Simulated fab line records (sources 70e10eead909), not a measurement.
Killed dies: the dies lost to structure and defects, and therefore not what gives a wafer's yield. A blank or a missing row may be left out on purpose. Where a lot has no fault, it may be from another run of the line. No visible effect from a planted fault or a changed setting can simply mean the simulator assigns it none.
Check of tool commonality + flow nand harc + Lots sampled 11, wafers sampled 33

## REASON IT WAS OPENED
Flagged at NHARC_A_M1_OVL_MEAS_10: reading overlay x nm, on 2 of 11 lots. Fault-free wafers read -0.1 nm, with a standard deviation of 0.74.
Rule: flag the lot when none of its wafers has a number, or when each of its wafers that has one lies beyond 4 standard deviations from that mean. All remaining lots are regarded as sound.

| lot  | measured     | on         | overlay x nm (nm), wafer by wafer | flag    |
|------|--------------|------------|-----------------------------------|---------|
| L662 | day 17 22:20 | overlay-02 | -0.6 0.3 -0.5                     |         |
| L669 | day 19 23:38 | overlay-01 | 2.2 1.5 2.0                       |         |
| L670 | day 20 00:04 | overlay-02 | -0.8 -0.4 -0.8                    |         |
| L672 | day 20 04:34 | overlay-01 | 10.1 10.6 10.1                    | FLAGGED |
| L671 | day 20 09:34 | overlay-02 | 10.3 10.2 10.5                    | FLAGGED |
| L675 | day 20 12:37 | overlay-01 | 0.5 0.6 0.4                       |         |
| L678 | day 21 00:40 | overlay-02 | 0.6 0.2 0.4                       |         |
| L677 | day 21 19:54 | overlay-02 | -0.1 -0.7 -0.3                    |         |
| L682 | day 22 10:16 | overlay-01 | 0.4 0.8 0.4                       |         |
| L685 | day 23 10:17 | overlay-01 | -0.8 -1.2 -0.7                    |         |
| L683 | day 23 19:16 | overlay-01 | 0.5 -0.1 0.7                      |         |
Average over the flagged lots: 10.3 nm; offset from the usual +10.4 nm, equal to +14 standard deviations.

## EACH LOT AND THE TOOL IT RAN ON
2 process steps preceding the reading are held in the record, out of 1159 steps in the route. Read each cell as the tool, then ch plus the chambers that the sampled wafers visited, then the start.
| lot  | flag    | NHARC_A_M0_DEP_32               | NHARC_A_M1_EXPOSE_06               |
|------|---------|---------------------------------|------------------------------------|
| L662 |         | pecvd-03 ch 1,2, day 17 21:05   | arfi scanner-03 ch 0, day 17 22:07 |
| L669 |         | pecvd-04 ch 0,1,2, day 19 22:32 | arfi scanner-01 ch 0, day 19 23:25 |
| L670 |         | pecvd-03 ch 0,1,2, day 19 22:46 | arfi scanner-03 ch 0, day 19 23:51 |
| L672 | FLAGGED | pecvd-04 ch 0,1,2, day 20 03:14 | arfi scanner-03 ch 0, day 20 04:20 |
| L671 | FLAGGED | pecvd-04 ch 0,2, day 20 08:17   | arfi scanner-03 ch 0, day 20 09:20 |
| L675 |         | pecvd-03 ch 0,1,2, day 20 11:18 | arfi scanner-01 ch 0, day 20 12:23 |
| L678 |         | pecvd-04 ch 0,1, day 20 23:14   | arfi scanner-01 ch 0, day 21 00:27 |
| L677 |         | pecvd-01 ch 0,1,2, day 21 18:33 | arfi scanner-02 ch 0, day 21 19:40 |
| L682 |         | pecvd-01 ch 0,1,2, day 22 08:56 | arfi scanner-01 ch 0, day 22 10:03 |
| L685 |         | pecvd-03 ch 0,1, day 23 09:02   | arfi scanner-02 ch 0, day 23 10:03 |
| L683 |         | pecvd-04 ch 1,2, day 23 18:06   | arfi scanner-02 ch 0, day 23 19:02 |
What these steps do:
- NHARC_A_M0_DEP_32: deposits SiCN, target thk 30 nm.
- NHARC_A_M1_EXPOSE_06: exposes mask A M1, target cd 120 nm.
- NHARC_A_M1_OVL_MEAS_10: pitch 240 nm.

## FLAGGED AGAINST TOTAL, ONE TOOL AT A TIME (gauges that did the reading follow at the end)
| step                   | tool            | lots run | flagged | share of the flagged lots | sound lots run after its first flagged lot |
|------------------------|-----------------|----------|---------|---------------------------|--------------------------------------------|
| NHARC_A_M0_DEP_32      | pecvd-01        | 2        | 0       | none                      | -                                          |
| NHARC_A_M0_DEP_32      | pecvd-03        | 4        | 0       | none                      | -                                          |
| NHARC_A_M0_DEP_32      | pecvd-04        | 5        | 2       | all                       | 2 (L678,L683)                              |
| NHARC_A_M1_EXPOSE_06   | arfi scanner-01 | 4        | 0       | none                      | -                                          |
| NHARC_A_M1_EXPOSE_06   | arfi scanner-02 | 3        | 0       | none                      | -                                          |
| NHARC_A_M1_EXPOSE_06   | arfi scanner-03 | 4        | 2       | all                       | 0                                          |
| NHARC_A_M1_OVL_MEAS_10 | overlay-01      | 6        | 1       | some                      | 4 (L675,L682,L685,L683)                    |
| NHARC_A_M1_OVL_MEAS_10 | overlay-02      | 5        | 1       | some                      | 2 (L678,L677)                              |

## WHAT THE TABLE PERMITS
2 rows of the table ran every flagged lot: pecvd-04 at NHARC_A_M0_DEP_32, arfi scanner-03 at NHARC_A_M1_EXPOSE_06.
- pecvd-04 at NHARC_A_M0_DEP_32 ran 5 lots, 2 of them flagged. Sound lots ran on it after the first flagged one (L678, L683), which a lasting fault on the whole tool wouldn't allow.
- arfi scanner-03 at NHARC_A_M1_EXPOSE_06 ran 4 lots, 2 of them flagged. A fault beginning between L670 (day 19 23:51), its last sound lot, and L672 (day 20 04:20), its first flagged one, fits the data.
arfi scanner-03 at NHARC_A_M1_EXPOSE_06 is the single tool remaining.

## WHAT THE SIMULATOR HAD INSERTED
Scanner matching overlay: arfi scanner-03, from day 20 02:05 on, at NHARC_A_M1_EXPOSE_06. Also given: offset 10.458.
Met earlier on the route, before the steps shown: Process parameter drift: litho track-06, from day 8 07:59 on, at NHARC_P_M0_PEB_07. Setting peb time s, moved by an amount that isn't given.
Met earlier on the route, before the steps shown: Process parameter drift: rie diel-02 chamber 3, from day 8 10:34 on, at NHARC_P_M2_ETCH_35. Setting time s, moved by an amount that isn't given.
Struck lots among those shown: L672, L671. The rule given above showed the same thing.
